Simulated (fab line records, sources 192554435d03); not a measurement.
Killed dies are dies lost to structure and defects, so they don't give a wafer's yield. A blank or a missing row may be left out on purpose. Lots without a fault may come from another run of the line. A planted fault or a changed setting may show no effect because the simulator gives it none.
Chamber matching | flow n5_finfet | N5_BEOL_M3_PRE_CLEAN_60 on cvd_co-02: 3 sister chambers
The step time 15 s. 16 wafers are shown with their chamber, then 8 later ones without.

WAFERS WITH THEIR CHAMBER
wafer  | chamber | heater_power_w (W)
L299.1 | 2       | 58
L299.4 | 2       | 57
L299.5 | 0       | 94
L300.2 | 2       | 58
L300.3 | 2       | 58
L300.5 | 2       | 59
L303.1 | 2       | 59
L303.3 | 0       | 92
L303.4 | 1       | 93
L309.2 | 1       | 95
L309.3 | 0       | 94
L309.4 | 0       | 93
L307.1 | 2       | 60
L307.3 | 1       | 97
L307.5 | 1       | 93
L310.1 | 1       | 93

SIGNATURES (means of the wafers above)
reading        | chamber 0 | chamber 1 | chamber 2 | scatter within a chamber
heater_power_w | 93.25     | 94.20     | 58.43     | 1.28
Rule: a wafer's distance from a chamber is the root of the sum, over the readings, of the square of ((its reading less the chamber's mean) divided by the reading's scatter). The wafer belongs to the nearest chamber; if the next one is less than 2 further off, it can't be placed. The scatter: the root of (the sum of the squares of (reading less its chamber's mean) over the shown wafers, divided by (wafers less chambers)).

WAFERS WITHOUT THEIR CHAMBER
wafer  | heater_power_w (W)
L310.3 | 59
L310.4 | 91
L314.1 | 93
L314.2 | 59
L314.4 | 94
L316.3 | 93
L316.4 | 59
L316.5 | 93

WHICH CHAMBER EACH WENT THROUGH
wafer  | from the rows above     | in truth
L310.3 | 2                       | 2
L310.4 | can't be placed: 0 or 1 | 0
L314.1 | can't be placed: 0 or 1 | 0
L314.2 | 2                       | 2
L314.4 | can't be placed: 1 or 0 | 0
L316.3 | can't be placed: 0 or 1 | 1
L316.4 | 2                       | 2
L316.5 | can't be placed: 0 or 1 | 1
Placed correctly: 3 of 8. Can't be placed from these rows: 5 (the true chamber is among the candidates in 5). Placed wrongly: 0.
